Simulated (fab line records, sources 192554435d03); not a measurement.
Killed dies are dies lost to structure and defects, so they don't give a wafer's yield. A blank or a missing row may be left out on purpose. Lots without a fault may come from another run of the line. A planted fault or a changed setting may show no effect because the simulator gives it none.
fab line records | flow n5_finfet
record lots=7 wafers=21 last_day=18
route steps=1938 shown BEOL_M10@1504 BEOL_M15@1830
lots that met no fault: from a run of the same line without faults
start_h: hours from the record's first day to the start of the lot's first wafer shown | wait_h: hours since the lot's step before | " the same as in the row above | L1.1+2: a row that stands for several wafers | - no value, or no start given | * or withheld: withheld | < > ~ a bound
route shown NAME@n: a module of which the file shows steps, and the number in the route of the first | usual: mean/standard deviation of fault-free wafers | same: alike in all rows | chamber/n: place in a boat | sites: the reading at each site | _std_site: their standard deviation | _edge_site: outer sites' mean less inner sites' | radius_mm: how far each site lies from the wafer's centre | mask NAME#n: copy n | behind: the tool/chamber that last shaped the wafer | hold: why the lot was held/for how many hours/how that ended | device: the transistor (n, p or np) that didn't switch | end of line: the same wafers' tests at the end of the route | a step without rows: its recipe alone | killed: dies lost to structure and defects at the first sort, not the wafer's yield | map: a wafer's dies, x killed, . not, _ none there
set.NAME: the setting as run; set.NAME@STEP: as run at that earlier step | model.NAME: the simulator's own value behind a step, which no gauge read
steps of the route over a sample of lots; a table a step, a row a wafer
services: from which hour (start_h, from the record's first day; less than 0 if before it) a tool's chamber was out of use, for how many hours, and why
## steps
# step N5_BEOL_M10_INSPECT_30
# recipe mode=adi inspect_instrument=brightfield
# usual raw_defect_count=392/85
# columns lot.wafer tool chamber start_h wait_h raw_defect_count
L422.1 defect_inspect-01 - 236.18 0.0 395
L422.3 " - " " 309
L422.4 " - " " 384
L423.1 defect_inspect-01 - 251.42 0.0 328
L423.3 " - " " 308
L423.6 " - " " 440
L424.1 defect_inspect-01 - 252.89 0.0 503
L424.4 " - " " 556
L424.5 " - " " 420
L427.1 defect_inspect-02 - 267.72 0.0 228
L427.2 " - " " 358
L427.5 " - " " 281
L439.1 defect_inspect-02 - 339.69 0.0 354
L439.4 " - " " 369
L439.6 " - " " 311
L441.2 defect_inspect-02 - 356.06 0.0 317
L441.3 " - " " 385
L441.4 " - " " 456
L443.2 defect_inspect-02 - 366.35 0.0 408
L443.3 " - " " 383
L443.4 " - " " 694
# step N5_BEOL_M10_TRENCH_ETCH_37
# recipe chemistry=C4F6/O2 target_depth_a=1488.3 target=SiCOH_lowk time_s=48 ion_energy_ev=250 pressure_mtorr=30 source_w=345 bias_w=185 Ar_flow_sccm=300 C4F6_flow_sccm=10 O2_flow_sccm=10
# usual drypump_motor_current_A=5.7/0.46 oes_product_au=0.80/0.082 rf_vpp_V=670/6.9 showerhead_plenum_p_Torr=2.87/0.1 throttle_valve_pct=20.90/0.24
# columns lot.wafer tool chamber start_h wait_h drypump_motor_current_A oes_product_au rf_hours_counter_h rf_vpp_V showerhead_plenum_p_Torr throttle_valve_pct
L422.1 rie_diel-02 0 236.92 - 6.4 0.72 197 672 2.82 20.72
L422.3 " 1 " " 6.6 0.79 102 670 2.97 20.60
L422.4 " 0 " " 6.3 0.73 - 670 2.83 20.73
L423.1 rie_diel-05 1 251.76 - 5.2 0.79 104 681 2.86 21.20
L423.3 " 3 " " 4.8 0.67 223 669 2.93 20.99
L423.6 " 0 " " 5.9 0.88 - 663 2.77 20.56
L424.1 rie_diel-05 0 253.51 - 5.9 0.88 52 662 2.77 20.57
L424.4 " 2 " " 5.5 0.86 38 671 3.01 20.78
L424.5 " 1 " " 5.2 0.80 - 683 2.86 21.20
L427.1 rie_diel-05 2 268.07 - 5.5 0.76 41 670 3.01 20.76
L427.2 " 3 " " 4.9 0.67 227 670 2.92 20.98
L427.5 " 2 " " 5.5 0.85 - 671 3.01 20.79
L439.1 rie_diel-02 0 340.04 - 6.4 0.70 232 672 2.81 20.78
L439.4 " 0 " " 6.4 0.70 - 671 2.81 20.77
L439.6 " 3 " " 5.8 0.87 - 669 2.78 20.66
L441.2 rie_diel-06 1 356.41 - 5.9 0.85 71 674 3.00 21.21
L441.3 " 0 " " 5.8 0.86 34 654 2.78 20.95
L441.4 " 0 " " 5.8 0.85 - 655 2.78 20.96
L443.2 rie_diel-05 0 366.75 - 5.9 0.83 90 664 2.75 20.61
L443.3 " 3 " " 4.9 0.97 8 670 2.91 20.72
L443.4 " 2 " " 5.5 0.80 81 669 2.99 20.86
# step N5_BEOL_M10_OCD_MEAS_38
# usual trench_depth_nm=148.5/2.1
# columns lot.wafer tool chamber start_h wait_h trench_depth_nm
L422.1 ocd-02 - 237.10 - 148.5
L422.3 " - " " 148.8
L422.4 " - " " 148.2
L423.1 ocd-01 - 251.94 - 147.3
L423.3 " - " " 144.2
L423.6 " - " " 150.8
L424.1 ocd-02 - 253.69 - 151.9
L424.4 " - " " 149.7
L424.5 " - " " 149.8
L427.1 ocd-02 - 268.25 - 123.3
L427.2 " - " " 144.8
L427.5 " - " " 149.1
L439.1 ocd-01 - 340.22 - 148.0
L439.4 " - " " 146.6
L439.6 " - " " 146.3
L441.2 ocd-01 - 356.59 - 148.3
L441.3 " - " " 148.1
L441.4 " - " " 146.2
L443.2 ocd-02 - 366.94 - 150.5
L443.3 " - " " 151.7
L443.4 " - " " 148.5
# step N5_BEOL_M10_CD_MEAS_35
# recipe target_cd_nm=70 polarity=opening
# usual cd_nm=70.0/0.48
# columns lot.wafer tool chamber start_h wait_h cd_nm
L422.1 cd_sem-01 - 237.26 0.0 69.4
L422.3 " - " " 69.2
L422.4 " - " " 70.2
L423.1 cd_sem-03 - 252.10 0.0 70.1
L423.3 " - " " 70.4
L423.6 " - " " 70.3
L424.1 cd_sem-03 - 253.85 0.0 70.1
L424.4 " - " " 69.0
L424.5 " - " " 69.1
L427.1 cd_sem-03 - 268.41 0.0 69.6
L427.2 " - " " 69.0
L427.5 " - " " 70.3
L439.1 cd_sem-01 - 340.37 0.0 69.3
L439.4 " - " " 69.9
L439.6 " - " " 69.0
L441.2 cd_sem-02 - 356.74 0.0 69.4
L441.3 " - " " 69.4
L441.4 " - " " 69.8
L443.2 cd_sem-01 - 367.09 0.0 69.8
L443.3 " - " " 70.3
L443.4 " - " " 70.2
# step N5_BEOL_M10_SURFACE_TREAT_76
# recipe gas=Ar time_s=* ion_energy_ev=* ion_current_ma_cm2=0.5 pressure_mtorr=* ar_flow_sccm=30
# usual throttle_valve_pct=*
# columns lot.wafer tool chamber start_h wait_h throttle_valve_pct
L422.1 pvd_sputter-03 - 238.19 0.2 *
L422.3 " - " " *
L422.4 " - " " *
L423.1 pvd_sputter-01 - 253.53 0.3 *
L423.3 " - " " *
L423.6 " - " " *
L424.1 pvd_sputter-01 - 255.85 0.2 *
L424.4 " - " " *
L424.5 " - " " *
L427.1 pvd_sputter-02 - 269.65 0.2 *
L427.2 " - " " *
L427.5 " - " " *
L439.1 pvd_sputter-03 - 341.23 0.2 *
L439.4 " - " " *
L439.6 " - " " *
L441.2 pvd_sputter-03 - 358.20 0.5 *
L441.3 " - " " *
L441.4 " - " " *
L443.2 pvd_sputter-03 - 368.01 0.3 *
L443.3 " - " " *
L443.4 " - " " *
# step N5_BEOL_M10_THK_MEAS_53
# recipe thk_meas_gauge=xrf reads=Cu_of_BEOL_M10_ECD_50
# usual M10_THK=137.4/2.6
# columns lot.wafer tool chamber start_h wait_h M10_THK[nm]
L422.1 film_metro-01 - 239.36 - 138.2
L422.3 " - " " 139.1
L422.4 " - " " 138.6
L423.1 film_metro-02 - 255.16 - 138.1
L423.3 " - " " 133.0
L423.6 " - " " 141.2
L424.1 film_metro-02 - 257.50 - 142.4
L424.4 " - " " 139.8
L424.5 " - " " 139.2
L427.1 film_metro-01 - 271.21 - 111.2
L427.2 " - " " 131.5
L427.5 " - " " 137.2
L439.1 film_metro-01 - 342.25 - 138.8
L439.4 " - " " 136.6
L439.6 " - " " 136.3
L441.2 film_metro-01 - 361.19 - 137.6
L441.3 " - " " 137.9
L441.4 " - " " 134.0
L443.2 film_metro-02 - 369.24 - 140.6
L443.3 " - " " 139.5
L443.4 " - " " 137.6
# step N5_BEOL_M10_RS_MEAS_57
# recipe thk_meas_gauge=four-point-probe reads=Cu_of_BEOL_M10_ECD_50+Co_of_BEOL_M10_CVD_75+TaN_of_BEOL_M10_ALD_74
# usual M10_RS=0.1512/0.003
# columns lot.wafer tool chamber start_h wait_h M10_RS[ohm/sq]
L422.1 film_metro-01 - 239.71 0.3 0.1508
L422.3 " - " " 0.1512
L422.4 " - " " 0.1515
L423.1 film_metro-02 - 255.30 0.1 0.1504
L423.3 " - " " 0.1565
L423.6 " - " " 0.1465
L424.1 film_metro-01 - 257.64 0.1 0.1453
L424.4 " - " " 0.1494
L424.5 " - " " 0.1491
L427.1 film_metro-01 - 271.59 0.3 0.1884
L427.2 " - " " 0.1568
L427.5 " - " " 0.1491
L439.1 film_metro-02 - 342.39 0.1 0.1523
L439.4 " - " " 0.1539
L439.6 " - " " 0.1548
L441.2 film_metro-01 - 361.33 0.1 0.1505
L441.3 " - " " 0.1518
L441.4 " - " " 0.1547
L443.2 film_metro-01 - 369.38 0.1 0.1466
L443.3 " - " " 0.1488
L443.4 " - " " 0.1507
# step N5_BEOL_M15_RC_MEAS_101
# usual COMB_M11=1.51e-11/2.8e-12 COMB_M12=7.1e-12/1.4e-12 COMB_M13=5.8e-12/1.1e-12 COMB_M14=4.6e-12/8.3e-13 COMB_M15=3.4e-12/6.2e-13 COMB_M5=3.7e-11/6.5e-12 COMB_M5_max_site=5.3e-11/1.1e-11 COMB_M6=2.6e-11/5.5e-12 COMB_M7=2.7e-11/5.1e-12 COMB_M8=2.6e-11/5e-12 COMB_M9=1.56e-11/2.8e-12 SERP_M10=3.08/0.068 SERP_M10_max_site=3.16/0.076 SERP_M11=3.06/0.071 SERP_M12=0.640/0.013 SERP_M13=0.308/0.0044 SERP_M14=0.161/0.0033 SERP_M14_max_site=0.163/0.0035 SERP_M5=38.6/1.6 SERP_M6=13.8/0.48 SERP_M7=13.6/0.49 SERP_M8=13.9/0.48 SERP_M9=3.03/0.064
# columns lot.wafer tool chamber start_h wait_h COMB_M11[S/m] COMB_M12[S/m] COMB_M13[S/m] COMB_M14[S/m] COMB_M15[S/m] COMB_M5[S/m] COMB_M5_max_site[S/m] COMB_M6[S/m] COMB_M7[S/m] COMB_M8[S/m] COMB_M9[S/m] SERP_M10[ohm/um] SERP_M10_max_site[ohm/um] SERP_M11[ohm/um] SERP_M12[ohm/um] SERP_M13[ohm/um] SERP_M14[ohm/um] SERP_M14_max_site[ohm/um] SERP_M5[ohm/um] SERP_M6[ohm/um] SERP_M7[ohm/um] SERP_M8[ohm/um] SERP_M9[ohm/um]
L422.1 prober-02 0 280.95 0.0 1.28e-11 6.6e-12 5.4e-12 5.5e-12 2.7e-12 2.8e-11 3.9e-11 2.2e-11 2.6e-11 2.4e-11 1.41e-11 3.12 3.16 2.91 0.636 0.305 0.155 0.156 39.6 14.4 14.0 13.7 2.97
L422.3 " 0 " " 1.61e-11 6.2e-12 6e-12 5.2e-12 4.1e-12 4.1e-11 6.5e-11 3.1e-11 2.7e-11 3.6e-11 1.66e-11 3.09 3.26 2.87 0.648 0.300 0.159 0.161 37.8 14.6 13.8 14.9 2.91
L422.4 " 0 " " 1.82e-11 5.1e-12 5e-12 4.4e-12 3e-12 4.4e-11 7.1e-11 2.3e-11 2.1e-11 2.9e-11 2.06e-11 3.07 3.17 2.94 0.657 0.302 0.156 0.158 40.4 14.3 14.0 13.4 3.10
L423.1 prober-02 0 287.93 0.0 1.27e-11 6.3e-12 6.9e-12 3.3e-12 4.2e-12 3.1e-11 3.6e-11 2e-11 2.7e-11 1.6e-11 1.75e-11 3.05 3.15 3.13 0.629 0.317 0.165 0.167 36.8 13.4 13.7 14.4 3.09
L423.3 " 0 " " 1.89e-11 6.7e-12 4.6e-12 4e-12 2.8e-12 2.7e-11 3.9e-11 1.7e-11 2.7e-11 2.4e-11 1.29e-11 3.21 3.29 3.04 0.624 0.304 0.160 0.162 37.4 13.1 13.7 13.4 3.07
L423.6 " 0 " " 1.67e-11 6.5e-12 5.1e-12 4.7e-12 3.5e-12 3.9e-11 6e-11 1.7e-11 3.3e-11 1.8e-11 1.78e-11 2.95 3.01 3.04 0.638 0.304 0.164 0.166 40.1 13.8 13.9 14.0 3.04
L424.1 prober-01 0 291.62 0.0 1.99e-11 7e-12 6.4e-12 3.9e-12 3.1e-12 3.1e-11 4.2e-11 3.5e-11 2e-11 2.4e-11 1.11e-11 2.97 3.04 3.05 0.641 0.304 0.156 0.157 35.1 14.3 14.1 13.9 2.95
L424.4 " 0 " " 1.2e-11 7.5e-12 6.9e-12 5.6e-12 3.4e-12 3.4e-11 4.4e-11 3.8e-11 1.9e-11 2e-11 1.47e-11 3.11 3.15 3.02 0.621 0.300 0.154 0.156 35.6 14.2 14.0 14.2 2.89
L424.5 " 0 " " 1.49e-11 4.9e-12 6.6e-12 4.6e-12 3.1e-12 3.9e-11 5.9e-11 2.6e-11 2e-11 2.3e-11 1.44e-11 3.09 3.12 3.07 0.650 0.306 0.161 0.162 34.6 14.3 14.1 13.3 2.91
L427.1 prober-02 0 305.06 0.0 1.33e-11 4.1e-12 5e-12 4.8e-12 2.8e-12 3.3e-11 4.2e-11 2.7e-11 1.8e-11 3.1e-11 1.48e-11 3.84 3.93 3.05 0.630 0.305 0.163 0.164 37.6 14.4 14.2 14.5 3.13
L427.2 " 0 " " 1.66e-11 5.3e-12 5.8e-12 6.9e-12 3.8e-12 2.9e-11 4.1e-11 3.6e-11 2.8e-11 3.1e-11 1.55e-11 3.26 3.40 3.01 0.632 0.304 0.155 0.156 36.5 13.4 14.4 14.4 3.00
L427.5 " 0 " " 1.77e-11 4.6e-12 6.4e-12 3.5e-12 3.5e-12 4e-11 4.4e-11 2.4e-11 2e-11 1.8e-11 1.46e-11 3.02 3.09 3.09 0.635 0.299 0.160 0.163 36.6 14.8 13.6 13.9 3.12
L439.1 prober-02 0 376.59 0.0 1.36e-11 8.4e-12 7.4e-12 4.4e-12 3.2e-12 3.3e-11 4.3e-11 2.8e-11 2.3e-11 3e-11 1.71e-11 3.18 3.29 3.12 0.641 0.309 0.164 0.165 40.4 13.2 12.7 13.4 2.97
L439.4 " 0 " " 1.15e-11 6.2e-12 5.7e-12 4e-12 3e-12 3.6e-11 4.5e-11 2.4e-11 2e-11 3.6e-11 1.55e-11 3.13 3.23 3.05 0.644 0.310 0.163 0.166 40.0 13.9 13.2 14.2 2.97
L439.6 " 0 " " 1.08e-11 7.5e-12 7e-12 4e-12 3.2e-12 4.2e-11 5e-11 4.6e-11 2.8e-11 3.5e-11 1.3e-11 3.17 3.27 3.01 0.620 0.310 0.164 0.165 41.4 13.8 12.8 13.9 3.05
L441.2 prober-01 0 402.78 0.3 1.55e-11 8.3e-12 6e-12 4.2e-12 3.4e-12 3.5e-11 5e-11 2.3e-11 2.3e-11 2.3e-11 1.56e-11 3.14 3.19 3.00 0.618 0.309 0.160 0.162 36.8 14.1 13.7 14.4 3.03
L441.3 " 0 " " 1.5e-11 8.2e-12 6.4e-12 4.6e-12 3.6e-12 4.8e-11 7.5e-11 2.5e-11 2.4e-11 3.5e-11 1.86e-11 3.11 3.20 3.17 0.634 0.313 0.161 0.164 38.2 13.6 13.3 15.1 3.09
L441.4 " 0 " " 1.33e-11 7.2e-12 7e-12 4.8e-12 4.3e-12 5.2e-11 9.6e-11 1.9e-11 2.3e-11 2.6e-11 1.37e-11 3.16 3.30 3.04 0.631 0.311 0.158 0.159 39.6 13.6 13.6 14.5 3.17
L443.2 prober-01 0 405.40 0.2 1.56e-11 7.3e-12 6.5e-12 6.9e-12 4.2e-12 3.4e-11 4.6e-11 2.8e-11 2.4e-11 2.6e-11 1.86e-11 2.99 3.06 3.16 0.643 0.307 0.162 0.163 39.0 13.6 14.0 13.5 3.10
L443.3 " 0 " " 1.59e-11 7.8e-12 5.6e-12 5.9e-12 4.1e-12 4.4e-11 5.2e-11 3.3e-11 2.9e-11 2.2e-11 1.23e-11 2.99 3.03 3.07 0.672 0.310 0.159 0.161 38.5 13.5 14.0 14.2 3.08
L443.4 " 0 " " 1.37e-11 1.05e-11 6.6e-12 5.9e-12 3.9e-12 3.1e-11 3.4e-11 2.9e-11 2.5e-11 2.6e-11 1.33e-11 3.04 3.09 3.12 0.655 0.319 0.156 0.156 39.2 13.8 13.3 13.8 3.07
# sites SERP_M10 radius_mm=0,75,75,75,75,140,140,140,140
L422.1 3.15 3.15 3.10 3.14 3.16 3.12 3.00 2.96 3.12
L423.1 3.04 3.10 3.01 3.10 3.01 3.05 3.08 3.15 2.97
L424.1 2.99 2.98 2.96 3.04 2.97 2.85 2.95 2.97 2.87
L427.1 3.93 3.93 3.79 3.85 3.86 3.84 3.74 3.80 3.83
L439.1 3.29 3.25 3.18 3.20 3.24 3.04 2.90 2.94 2.96
L441.2 3.14 3.19 3.16 3.16 3.16 3.03 3.01 3.05 3.03
L443.2 3.06 3.01 3.01 3.00 2.98 2.97 2.97 2.98 2.99
## services
# columns tool chamber start_h hours kind
rie_diel-02 3 221.54 - clean
rie_diel-02 3 221.54 - consumable_replace:focus_ring
rie_diel-06 0 247.37 - clean
rie_diel-06 0 247.37 - consumable_replace:focus_ring
rie_diel-06 0 247.37 23.0 scheduled_down
rie_diel-06 0 247.37 23.0 vent_cycle
rie_diel-05 0 304.59 5.7 repair
rie_diel-06 3 310.47 18.0 repair
rie_diel-05 3 328.62 - clean
rie_diel-05 3 328.62 - consumable_replace:focus_ring
rie_diel-05 3 328.62 14.2 scheduled_down
rie_diel-05 3 328.62 14.2 vent_cycle
rie_diel-02 2 339.53 - clean
rie_diel-02 2 339.53 - consumable_replace:focus_ring
rie_diel-02 2 339.53 21.4 scheduled_down
rie_diel-02 2 339.53 21.4 vent_cycle
rie_diel-06 2 342.28 - clean
rie_diel-06 2 342.28 - consumable_replace:focus_ring
rie_diel-06 2 342.28 - consumable_replace:showerhead
rie_diel-06 2 342.28 28.4 scheduled_down
rie_diel-06 2 342.28 28.4 vent_cycle
pvd_sputter-01 - 352.67 1.6 repair
## key
first_sign step=N5_BEOL_M10_OCD_MEAS_38 reading=trench_depth_nm direction=down sigmas=12 usual=148.5 struck=123.3
effect step=N5_BEOL_M10_THK_MEAS_53 reading=M10_THK direction=down sigmas=10 usual=137.4 struck=111.2
effect step=N5_BEOL_M10_RS_MEAS_57 reading=M10_RS direction=up sigmas=12 usual=0.1512 struck=0.1884
effect step=N5_BEOL_M15_RC_MEAS_101 reading=SERP_M10 direction=up sigmas=11 usual=3.08 struck=3.84
met_at N5_BEOL_M10_TRENCH_ETCH_37
struck_lots L427
struck_wafers L427.1
not_acting_at N5_BEOL_M10_INSPECT_30,N5_BEOL_M10_CD_MEAS_35,N5_BEOL_M10_SURFACE_TREAT_76
onset_between 253.51 268.07
fault kind=process_parameter_drift tool=rie_diel-05 chamber=- onset_h=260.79 steps=N5_BEOL_M10_TRENCH_ETCH_37 channel=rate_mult offset=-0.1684 shape=step end_h=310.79 scope=struck_wafers_only
